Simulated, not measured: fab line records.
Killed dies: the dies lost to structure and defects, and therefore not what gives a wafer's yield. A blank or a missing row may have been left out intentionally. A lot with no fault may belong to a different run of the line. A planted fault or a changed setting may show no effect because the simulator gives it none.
Split-lot experiment | flow n5_finfet | 21 wafers read from 7 lots, route of 1938 steps

## ON THE SPLIT
At N5_DUMMY_GATE_ETCH_37 (etches SOC in N2/H2, target depth 60 nm, overetch 30 nm), the setting source_w was moved away from the recipe's 840 W on 8 of the 21 wafers read, by -4.6% to +14.6%. All remaining wafers had this setting at the recipe value.

Reading taken at the split's own step.

## THE READING
rf_vpp_V, in V, at N5_DUMMY_GATE_ETCH_37 (etches SOC in N2/H2, target depth 60 nm, overetch 30 nm). On this fab line, fault-free wafers typically give 524.2 V with a standard deviation of 2.2 V.

wafer  | tool, chamber at the split | source_w as run, W | against the recipe | rf_vpp_V, V | against lot-mates on the recipe
L075.3 | rie_diel-06, 2             | 893.8              | +6.4%              | 515.8       | -6.0
L075.4 | rie_diel-06, 1             | 893.8              | +6.4%              | 510.9       | -10.9
L075.5 | rie_diel-06, 0             | 840                | recipe             | 521.8       | -
L076.1 | rie_diel-01, 1             | 840                | recipe             | 521.9       | -
L076.4 | rie_diel-01, 0             | 840                | recipe             | 526.0       | -
L076.6 | rie_diel-01, 2             | 840                | recipe             | 523.7       | -
L077.2 | rie_diel-06, 2             | 840                | recipe             | 526.2       | -
L077.3 | rie_diel-06, 1             | 953.5              | +13.5%             | 501.8       | -24.4
L077.6 | rie_diel-06, 2             | 953.5              | +13.5%             | 504.7       | -21.5
L078.1 | rie_diel-01, 3             | 962.4              | +14.6%             | 504.5       | -19.2
L078.3 | rie_diel-01, 2             | 840                | recipe             | 524.0       | -
L078.5 | rie_diel-01, 2             | 840                | recipe             | 523.5       | -
L082.1 | rie_diel-01, 2             | 840                | recipe             | 525.0       | -
L082.3 | rie_diel-01, 3             | 840                | recipe             | 527.5       | -
L082.5 | rie_diel-01, 3             | 840                | recipe             | 527.7       | -
L089.2 | rie_diel-06, 0             | 840                | recipe             | 523.1       | -
L089.4 | rie_diel-06, 2             | 892.1              | +6.2%              | 516.4       | -6.7
L089.6 | rie_diel-06, 2             | 892.1              | +6.2%              | 515.4       | -7.7
L090.2 | rie_diel-06, 2             | 840                | recipe             | 525.7       | -
L090.5 | rie_diel-06, 0             | 801                | -4.6%              | 531.4       | +6.4
L090.6 | rie_diel-06, 1             | 840                | recipe             | 524.2       | -

THE FIT
A straight line over all 21 wafers: rf_vpp_V changes by -1.52 V for each +1% of source_w; r = -0.97; the points scatter about the line by 1.9 V.
The same after taking each lot's own level away (the mean of its wafers on the recipe; 21 wafers): -1.5 V for each +1%; r = -0.98; scatter 1.8 V.
According to that fit, moving source_w by its largest amount changes the reading by 22 V.
The span of the lots' own levels, 521.80 to 526.73 V, comes to 2.2 times the standard deviation stated above.
So the lot-to-lot level changes the slope little: the two slopes agree.
Check: for one of the wafers moved furthest among these (+14.6%), held out of the fit, the line's prediction against its lot-mates is -22.7 V. Against them it came out at -19.2 V.
Tool readings at the split's step, against how far the setting was moved: rf_vpp_V r = -0.97.

## FURTHER SPLITS ON THESE WAFERS
Other splits were also applied to these wafers ahead of the reading. Each is held against what the fit with the lots' levels taken away leaves over:
other split on the same wafers                    | wafers away from the commonest value | r with rf_vpp_V (lot level and that fit taken away)
N5_PMOS_HMC_CHANNEL_EPI_EXPOSE_06 dose_mj         | 13                                   | -0.01
N5_PMOS_HMC_CHANNEL_EPI_PEB_07 peb_time_s         | 4                                    | +0.10
N5_PMOS_HMC_CHANNEL_EPI_DEVELOP_08 develop_time_s | 6                                    | -0.17
N5_PMOS_HMC_CHANNEL_EPI_DESCUM_14 time_s          | 10                                   | +0.36
N5_FIN_SAQP_FIN_ETCH_36 icp_w                     | 8                                    | +0.24
N5_DUMMY_GATE_EXPOSE_12 dose_mj                   | 8                                    | +0.00

## FILE'S OWN FIT
rf_vpp_V changes by -1.45 V for each +1% of source_w, r = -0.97.
